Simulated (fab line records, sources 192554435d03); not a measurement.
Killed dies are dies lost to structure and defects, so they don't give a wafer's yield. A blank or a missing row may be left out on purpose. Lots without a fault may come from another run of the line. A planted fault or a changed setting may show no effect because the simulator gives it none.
Which tool did it? | flow n5_finfet | 9 lots, 25 wafers sampled, at 6 steps of a route of 1938

WHAT THE GAUGES READ, wafer by wafer
N5_BEOL_M0_CUTY_OVL_MEAS_58. Usual: M0_ABLK_OVL 0.5 nm, standard deviation 0.9.
lot  | measured     | on         | M0_ABLK_OVL (nm) | flag
L458 | day 5 21:31  | overlay-01 | 0.5 1.3 0.5      |
L459 | day 6 06:01  | overlay-01 | 1.8 1.1 0.8      |
L461 | day 6 12:49  | overlay-02 | 0.1 0.1 -0.6     |
L466 | day 8 01:25  | overlay-02 | -0.7 -2.1 -0.7   |
L468 | day 8 14:33  | overlay-01 | -0.5 0.1 0.8     |
L476 | day 10 07:25 | overlay-02 | -1.3 -0.4        |
L478 | day 10 16:22 | overlay-02 | 0.3 1.3 0.3      |
L479 | day 10 21:49 | overlay-02 | 1.5 1.8          |
L481 | day 11 08:54 | overlay-02 | 1.6 2.1 1.3      |

N5_BEOL_M0_CUTY_INSPECT_59: inspects for defects (macro). Usual: raw_defect_count 2.0, standard deviation 1.5.
lot  | measured     | on                | raw_defect_count | flag
L458 | day 5 21:33  | defect_inspect-01 | 1 0 2            |
L459 | day 6 06:03  | defect_inspect-02 | 4 2 5            |
L461 | day 6 12:50  | defect_inspect-01 | 4 1 2            |
L466 | day 8 01:27  | defect_inspect-02 | 1 2 2            |
L468 | day 8 14:35  | defect_inspect-02 | 0 2 2            |
L476 | day 10 07:26 | defect_inspect-02 | 2 0              |
L478 | day 10 16:24 | defect_inspect-01 | 3 >300 2         |
L479 | day 10 21:50 | defect_inspect-01 | 0 0              |
L481 | day 11 08:55 | defect_inspect-01 | 2 5 3            |

N5_BEOL_M4_RC_MEAS_101. Usual: DIBL_N 36.1 mV/V, standard deviation 1.5; DIBL_P 36.1 mV/V, standard deviation 1.9; IOFF_N 0.159 nA/um, standard deviation 0.029; IOFF_P 0.21 nA/um, standard deviation 0.038; ION_N 675 uA/um, standard deviation 11; ION_P 464 uA/um, standard deviation 8.1; SS_N 71.5 mV/dec, standard deviation 0.57; SS_P 73.3 mV/dec, standard deviation 0.64; VT_N 249 mV, standard deviation 3.1; VT_P -250 mV, standard deviation 3.8.
lot  | measured     | on        | DIBL_N (mV/V)  | DIBL_P (mV/V)  | IOFF_N (nA/um)    | IOFF_P (nA/um) | ION_N (uA/um) | ION_P (uA/um) | SS_N (mV/dec)  | SS_P (mV/dec)  | VT_N (mV)   | VT_P (mV)      | flag
L458 | day 7 14:54  | prober-01 | 37.0 35.4 37.2 | 37.6 34.6 38.3 | 0.149 0.118 0.144 | 0.21 0.17 0.22 | 664 654 664   | 462 457 461   | 71.6 71.8 71.6 | 73.3 72.9 73.2 | 249 255 252 | -251 -254 -251 |
L459 | day 8 06:20  | prober-01 | 36.9 36.2 36.3 | 35.9 35.2 34.8 | 0.156 0.148 0.152 | 0.20 0.19 0.18 | 667 675 658   | 456 457 453   | 71.5 71.4 71.5 | 72.8 73.0 72.6 | 250 251 253 | -250 -252 -252 |
L461 | day 8 09:32  | prober-01 | 37.8 35.9 36.7 | 37.3 34.2 36.4 | 0.161 0.137 0.148 | 0.24 0.19 0.22 | 666 672 654   | 464 462 454   | 71.8 72.3 71.5 | 73.8 72.5 73.3 | 249 250 253 | -246 -249 -247 |
L466 | day 10 03:05 | prober-02 | 37.8 37.4 36.2 | 38.2 37.0 36.6 | 0.171 0.156 0.140 | 0.24 0.21 0.21 | 679 670 657   | 470 456 465   | 72.0 71.8 71.6 | 74.1 73.5 73.0 | 250 254 249 | -249 -249 -250 |
L468 | day 10 05:15 | prober-01 | 38.4 35.0 34.1 | 39.8 35.6 34.0 | 0.223 0.157 0.149 | 0.27 0.22 0.19 | 690 676 677   | 473 471 467   | 71.5 71.9 71.1 | 73.7 73.3 72.8 | 245 247 247 | -246 -249 -251 |
L476 | day 12 10:04 | prober-01 | 35.3 37.3      | 36.4 39.1      | 0.159 0.206       | 0.21 0.26      | 688 689       | 463 468       | 72.2 72.0      | 73.5 74.1      | 248 244     | -249 -247      |
L478 | day 12 17:18 | prober-01 | 37.1 36.9 38.5 | 36.9 37.2 39.3 | 0.177 0.184 0.213 | 0.26 0.28 0.31 | 686 691 702   | 476 481 479   | 72.1 71.4 72.2 | 73.8 73.1 73.5 | 245 248 244 | -245 -241 -241 |
L479 | day 13 12:38 | prober-02 | 35.6 34.5      | 36.6 34.6      | 0.159 0.131       | 0.20 0.17      | 674 664       | 456 456       | 71.3 71.1      | 72.6 73.1      | 247 252     | -252 -255      |
L481 | day 14 09:27 | prober-01 | 36.2 36.6 34.8 | 36.8 36.4 36.0 | 0.181 0.180 0.168 | 0.23 0.23 0.23 | 684 680 686   | 469 468 473   | 71.1 70.9 71.5 | 73.3 72.5 73.6 | 247 246 244 | -247 -248 -247 |

WHICH TOOL RAN EACH LOT (tool, then ch and the chambers of the sampled wafers, then the start)
lot  | N5_BEOL_M0_SAQP_ETCH_88            | N5_BEOL_M0_CUTY_DESCUM_61         | N5_BEOL_M0_CUTY_ETCH_63
L458 | rie_diel-03 ch 0,1, day 5 20:13    | rie_diel-01 ch 0,1, day 5 21:36   | rie_diel-01 ch 0,1, day 5 21:41
L459 | rie_diel-03 ch 0,2,3, day 6 04:17  | rie_diel-01 ch 0,1,3, day 6 07:22 | rie_diel-01 ch 0,1,3, day 6 07:28
L461 | rie_diel-05 ch 0,2, day 6 11:27    | rie_diel-01 ch 0,3, day 6 13:53   | rie_diel-01 ch 0,3, day 6 13:58
L466 | rie_diel-05 ch 0,1,3, day 7 23:58  | rie_diel-01 ch 1,3, day 8 01:29   | rie_diel-01 ch 1,3, day 8 01:34
L468 | rie_diel-03 ch 0,1,3, day 8 13:02  | rie_diel-01 ch 1,2,3, day 8 14:37 | rie_diel-01 ch 1,2,3, day 8 14:41
L476 | rie_diel-03 ch 1,3, day 10 06:14   | rie_diel-06 ch 0,2, day 10 07:29  | rie_diel-06 ch 0,2, day 10 07:34
L478 | rie_diel-05 ch 0,2,3, day 10 15:12 | rie_diel-02 ch 0,3, day 10 16:28  | rie_diel-02 ch 0,3, day 10 16:33
L479 | rie_diel-04 ch 2, day 10 20:31     | rie_diel-06 ch 0,2, day 10 21:53  | rie_diel-06 ch 0,2, day 10 21:58
L481 | rie_diel-03 ch 0,1, day 11 07:15   | rie_diel-02 ch 0,1, day 11 08:59  | rie_diel-02 ch 0,1, day 11 09:04
- N5_BEOL_M0_SAQP_ETCH_88: etches underlayer in N2/H2, target depth 6.5 nm, time 5.2 s.
- N5_BEOL_M0_CUTY_DESCUM_61: chemistry O2, time 7.9 s.
- N5_BEOL_M0_CUTY_ETCH_63: etches SOC in N2/H2, target depth 82.7 nm, overetch 16.5 nm, time 124 s.

WHAT THE TOOLS THEMSELVES READ (means of the sampled wafers that have a number; where no wafer has one, the mark that the record gives instead)
N5_BEOL_M0_SAQP_ETCH_88. Usual: drypump_motor_current_A 5.5 A, standard deviation 0.47; etch_rf_on_time_s 5.18 s, standard deviation 0.14; oes_product_au 0.67 a.u., standard deviation 0.095; rf_vpp_V 523.9 V, standard deviation 2.9; showerhead_plenum_p_Torr 2.53 Torr, standard deviation 0.089; throttle_valve_pct 17.7 %, standard deviation 0.37.
lot  | tool        | drypump_motor_current_A (A) | etch_rf_on_time_s (s) | oes_product_au (a.u.) | rf_vpp_V (V) | showerhead_plenum_p_Torr (Torr) | throttle_valve_pct (%) | flag
L458 | rie_diel-03 | 5.2                         | 5.10                  | 0.73                  | 527.2        | 2.64                            | 18.1                   |
L459 | rie_diel-03 | 5.9                         | 5.13                  | 0.63                  | 523.2        | 2.54                            | 17.9                   |
L461 | rie_diel-05 | 5.6                         | 5.15                  | 0.64                  | 524.8        | 2.60                            | 17.3                   |
L466 | rie_diel-05 | 5.5                         | 5.22                  | 0.65                  | 521.5        | 2.49                            | 17.6                   |
L468 | rie_diel-03 | 5.3                         | 5.11                  | 0.73                  | 524.0        | 2.56                            | 18.0                   |
L476 | rie_diel-03 | 5.2                         | 5.06                  | 0.77                  | 526.0        | 2.59                            | 18.0                   |
L478 | rie_diel-05 | 5.4                         | 5.13                  | 0.71                  | 524.1        | 2.55                            | 17.2                   |
L479 | rie_diel-04 | 6.3                         | 5.10                  | 0.60                  | 523.5        | 2.51                            | 18.3                   |
L481 | rie_diel-03 | 5.4                         | 5.00                  | 0.78                  | 524.9        | 2.55                            | 17.9                   |

N5_BEOL_M0_CUTY_DESCUM_61. Usual: drypump_motor_current_A 5.6 A, standard deviation 0.48; oes_product_au 0.81 a.u., standard deviation 0.068; rf_vpp_V 243.3 V, standard deviation 1.4; showerhead_plenum_p_Torr 2.10 Torr, standard deviation 0.085; throttle_valve_pct 20.37 %, standard deviation 0.18.
lot  | tool        | drypump_motor_current_A (A) | oes_product_au (a.u.) | rf_vpp_V (V) | showerhead_plenum_p_Torr (Torr) | throttle_valve_pct (%) | flag
L458 | rie_diel-01 | 5.8                         | 0.73                  | 242.6        | 2.01                            | 20.54                  |
L459 | rie_diel-01 | 5.7                         | 0.77                  | 243.0        | 2.04                            | 20.48                  |
L461 | rie_diel-01 | 5.8                         | 0.83                  | 242.4        | 2.03                            | 20.43                  |
L466 | rie_diel-01 | 5.6                         | 0.79                  | 242.0        | 2.05                            | 20.43                  |
L468 | rie_diel-01 | 5.8                         | 0.83                  | 242.8        | 2.05                            | 20.36                  |
L476 | rie_diel-06 | 5.3                         | 0.86                  | 244.3        | 2.23                            | 20.52                  |
L478 | rie_diel-02 | 5.5                         | 0.82                  | 242.5        | 2.08                            | 20.21                  |
L479 | rie_diel-06 | 5.3                         | 0.85                  | 244.8        | 2.23                            | 20.54                  |
L481 | rie_diel-02 | 5.7                         | 0.80                  | 243.0        | 2.12                            | 20.19                  |

N5_BEOL_M0_CUTY_ETCH_63. Usual: drypump_motor_current_A 5.7 A, standard deviation 0.48; oes_product_au 0.67 a.u., standard deviation 0.055; rf_vpp_V 524.2 V, standard deviation 2.7; showerhead_plenum_p_Torr 2.56 Torr, standard deviation 0.097; throttle_valve_pct 17.74 %, standard deviation 0.18.
lot  | tool        | drypump_motor_current_A (A) | oes_product_au (a.u.) | rf_vpp_V (V) | showerhead_plenum_p_Torr (Torr) | throttle_valve_pct (%) | flag
L458 | rie_diel-01 | 5.9                         | 0.59                  | 521.8        | 2.46                            | 17.98                  |
L459 | rie_diel-01 | 5.7                         | 0.64                  | 522.3        | 2.48                            | 17.89                  |
L461 | rie_diel-01 | 5.9                         | 0.69                  | 521.4        | 2.46                            | 17.80                  |
L466 | rie_diel-01 | 5.6                         | 0.66                  | 523.0        | 2.49                            | 17.82                  |
L468 | rie_diel-01 | 5.8                         | 0.68                  | 522.3        | 2.49                            | 17.74                  |
L476 | rie_diel-06 | 5.3                         | 0.71                  | 528.8        | 2.71                            | 17.80                  |
L478 | rie_diel-02 | 5.5                         | 0.68                  | 523.7        | 2.55                            | 17.66                  |
L479 | rie_diel-06 | 5.3                         | 0.70                  | 528.2        | 2.70                            | 17.82                  |
L481 | rie_diel-02 | 5.7                         | 0.66                  | 524.4        | 2.58                            | 17.56                  |

THE ANSWER, worked out from the rows above alone
Rule: a lot is off if the mean of its wafers that have a number lies more than 3 standard deviations from the usual mean. A lot without any number at a reading at which 4 lots or more have one is off too. The other lots that the step has rows for count as sound. The gauges are gone through in route order, then the tools' own readings, and for those a lot's mean is taken as printed above. The first step at which some lot is off is used, and at that step the reading that is off furthest; a lot without a number counts as furthest.
No lot is off at any reading shown: from this, nothing can be told.

WHAT THE SIMULATOR HAD PUT IN
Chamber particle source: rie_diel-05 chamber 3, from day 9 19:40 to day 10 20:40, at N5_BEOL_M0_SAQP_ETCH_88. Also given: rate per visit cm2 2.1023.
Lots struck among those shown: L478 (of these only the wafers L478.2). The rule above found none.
